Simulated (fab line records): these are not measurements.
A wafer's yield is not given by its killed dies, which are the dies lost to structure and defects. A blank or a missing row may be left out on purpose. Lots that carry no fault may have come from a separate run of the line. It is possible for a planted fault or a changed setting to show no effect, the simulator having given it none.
A lot that was struck, set against a sound lot | flow nand-harc | 14 steps out of a route of 1302
Sound: these wafers, L894.2, L894.4, L894.6. Struck: wafers L903.1, L903.6. Last of all comes the cause.
For every step that has rows: the tool of each side, followed by ch and its chambers, followed by its first start. Under that, the readings that differ: sound wafers | struck wafers | difference of the means | sigmas: that difference in standard deviations of wafers without a fault.
alike: a reading whose means differ by less than 2 such deviations, as well as words and numbers matching on both sides. not compared: withheld readings; readings where some wafer has no value; bounds like >300 that might hide an equal value; numbers whose values overlap and for which the record gives no deviation.
A row with sigmas, a row that says differs or no value, or rows on one side alone: a step with any of these is where the two part. Numbers that don't overlap but have no deviation are shown without sigmas and don't part them. Lack of a reading on every wafer of one side parts them only where that side has two or more wafers.

first, 3 steps without rows for these wafers: NHARC_A_CHANNEL_HOLE_D2_STRIP_41 (strips in N2/H2); NHARC_A_CHANNEL_HOLE_D2_STRIP_42 (strips in CF4/CHF3); NHARC_A_CHANNEL_HOLE_D2_STRIP_43 (strips in O2/COS).
NHARC_A_CHANNEL_HOLE_D2_ETCH_44: etches the open film in CF4/O2, target depth 140 nm, overetch 14 nm, time 77 s.
  sound on rie-diel-07 ch 0,1,2, day 14 00:55; struck on rie-diel-06 ch 1,3, day 18 12:04
  alike: drypump-motor-current-A, oes-product-au, rf-vpp-V, showerhead-plenum-p-Torr, throttle-valve-pct
  not compared: rf-hours-counter-h
NHARC_A_CHANNEL_HOLE_D2_STRIP_28: strips in O2.
  sound on rie-diel-07 ch 0,1,3; struck on rie-diel-06 ch 3
  reading               | sound             | struck      | difference | sigmas
  oes-product-au (a.u.) | 1.009 0.995 1.029 | 0.983 0.980 | -0.029     | -2
  alike: drypump-motor-current-A, rf-vpp-V, showerhead-plenum-p-Torr, throttle-valve-pct
  not compared: rf-hours-counter-h
then, 2 steps without rows for these wafers: NHARC_A_CHANNEL_HOLE_D2_PRECLEAN_29 (cleans in SC1); NHARC_A_CHANNEL_HOLE_D2_SRD_30.
NHARC_A_CHANNEL_HOLE_D2_CD_MEAS_31:
  sound on cd-sem-01, day 14 01:43; struck on cd-sem-01, day 18 12:50
  alike: cd-nm
NHARC_A_CHANNEL_HOLE_D2_XSEM_32:
  sound on xsem-01 ch 0, day 14 01:48; struck on xsem-01 ch 0, day 18 12:55
  alike: bot-cd-nm, bow-nm, tilt-deg
NHARC_A_CHANNEL_HOLE_D2_INSPECT_40:
  sound on defect-inspect-02, day 14 01:54; struck on defect-inspect-02, day 18 13:01
  alike: raw-defect-count
then, 2 steps without rows for these wafers: NHARC_A_CHANNEL_FILL_D2_PRECLEAN_00 (cleans in SC1); NHARC_A_CHANNEL_FILL_D2_SRD_01.
NHARC_A_CHANNEL_FILL_D2_ALD_02: deposits SiO2, target thk 6 nm, pulse time 10 s, ald cycles 60.
  sound on ald-hk-04 ch 1,3, day 14 02:14; struck on ald-hk-04 ch 1,3, day 18 13:22
  reading    | sound    | struck | difference | sigmas
  ald-cycles | 60 60 60 | 82 82  | +22        |
  alike: heater-power-w, precursor-pulse-height-rel
NHARC_A_CHANNEL_FILL_D2_ALD_03: deposits SiNx, target thk 6 nm, pulse time 60 s, ald cycles 58.
  sound on ald-sin-batch-01 ch 0; struck on ald-sin-batch-03 ch 0
  alike: chamber-pressure-Torr, precursor-pulse-height-rel
  not compared: ald-cycles

## WHERE THEY PART
NHARC_A_CHANNEL_HOLE_D2_STRIP_28 only, going by this record. Later steps at which nothing parts them and some readings are alike: NHARC_A_CHANNEL_HOLE_D2_CD_MEAS_31, NHARC_A_CHANNEL_HOLE_D2_XSEM_32, NHARC_A_CHANNEL_HOLE_D2_INSPECT_40, NHARC_A_CHANNEL_FILL_D2_ALD_02, NHARC_A_CHANNEL_FILL_D2_ALD_03.

WHY: what the simulator had put in
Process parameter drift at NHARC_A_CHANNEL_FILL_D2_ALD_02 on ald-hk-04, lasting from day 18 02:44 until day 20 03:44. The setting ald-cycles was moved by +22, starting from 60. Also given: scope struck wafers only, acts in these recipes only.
